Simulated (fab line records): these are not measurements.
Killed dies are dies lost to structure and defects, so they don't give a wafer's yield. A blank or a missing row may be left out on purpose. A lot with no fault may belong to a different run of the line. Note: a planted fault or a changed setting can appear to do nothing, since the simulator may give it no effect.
Chamber matching + flow n5-finfet + N5_BEOL_M12_DESCUM_15 on rie-diel-04 has 4 sister chambers
The step chemistry O2, time 7.9 s. 14 wafers are shown with their chamber, then 7 later ones without.

EACH WAFER AND ITS CHAMBER
| wafer  | chamber | drypump-motor-current-A (A) | showerhead-plenum-p-Torr (Torr) | throttle-valve-pct (%) |
|--------|---------|-----------------------------|---------------------------------|------------------------|
| L076.2 | 2       | 6.8                         | 2.04                            | 20.82                  |
| L076.3 | 3       | 5.8                         | 2.07                            | 20.29                  |
| L076.6 | 0       | 4.9                         | 2.03                            | 20.52                  |
| L074.1 | 0       | 4.9                         | 2.03                            | 20.54                  |
| L074.3 | 2       | 6.8                         | 2.04                            | 20.81                  |
| L074.5 | 3       | 5.8                         | 2.07                            | 20.30                  |
| L081.1 | 0       | 5.0                         | 2.02                            | 20.57                  |
| L081.4 | 1       | 5.7                         | 1.98                            | 20.17                  |
| L081.6 | 0       | 5.0                         | 2.02                            | 20.55                  |
| L085.3 | 0       | 5.0                         | 2.02                            | 20.61                  |
| L085.5 | 2       | 6.7                         | 2.04                            | 20.43                  |
| L085.6 | 1       | 5.7                         | 1.98                            | 20.18                  |
| L088.1 | 2       | 6.8                         | 2.03                            | 20.44                  |
| L088.2 | 1       | 5.7                         | 1.97                            | 20.19                  |

SIGNATURES (averages over the wafers above)
| reading                  | chamber 0 | chamber 1 | chamber 2 | chamber 3 | scatter within a chamber |
|--------------------------|-----------|-----------|-----------|-----------|--------------------------|
| drypump-motor-current-A  | 4.960     | 5.700     | 6.775     | 5.800     | 0.0442                   |
| showerhead-plenum-p-Torr | 2.0240    | 1.9767    | 2.0375    | 2.0700    | 0.00512                  |
| throttle-valve-pct       | 20.5580   | 20.1800   | 20.6250   | 20.2950   | 0.122                    |
Rule: for a wafer and a chamber, the distance is found by dividing, reading by reading, the gap between the wafer's reading and the chamber's mean by the reading's scatter, squaring, summing and taking the root. If the next closest chamber is less than 2 further off than the closest, the wafer can't be placed; otherwise it belongs to the closest. The scatter: take each reading less its chamber's mean, square it, sum over the shown wafers, divide by the number of wafers less the number of chambers, and take the root.

WAFERS WITH NO CHAMBER GIVEN
| wafer  | drypump-motor-current-A (A) | showerhead-plenum-p-Torr (Torr) | throttle-valve-pct (%) |
|--------|-----------------------------|---------------------------------|------------------------|
| L088.3 | 5.8                         | 2.06                            | 19.99                  |
| L088.4 | 4.9                         | 2.01                            | 20.59                  |
| L088.5 | 5.8                         | 2.06                            | 19.99                  |
| L088.6 | 6.8                         | 2.03                            | 20.44                  |
| L092.2 | 5.8                         | 2.06                            | 19.97                  |
| L092.3 | 5.7                         | 1.97                            | 20.19                  |
| L092.6 | 6.8                         | 2.03                            | 20.43                  |

WHICH CHAMBER EACH ONE RAN IN
| wafer  | from the rows above | in truth |
|--------|---------------------|----------|
| L088.3 | 3                   | 3        |
| L088.4 | 0                   | 0        |
| L088.5 | 3                   | 3        |
| L088.6 | 2                   | 2        |
| L092.2 | 3                   | 3        |
| L092.3 | 1                   | 1        |
| L092.6 | 2                   | 2        |
Placed correctly: 7 of 7. Not placeable from these rows: 0. Placed wrongly: 0.
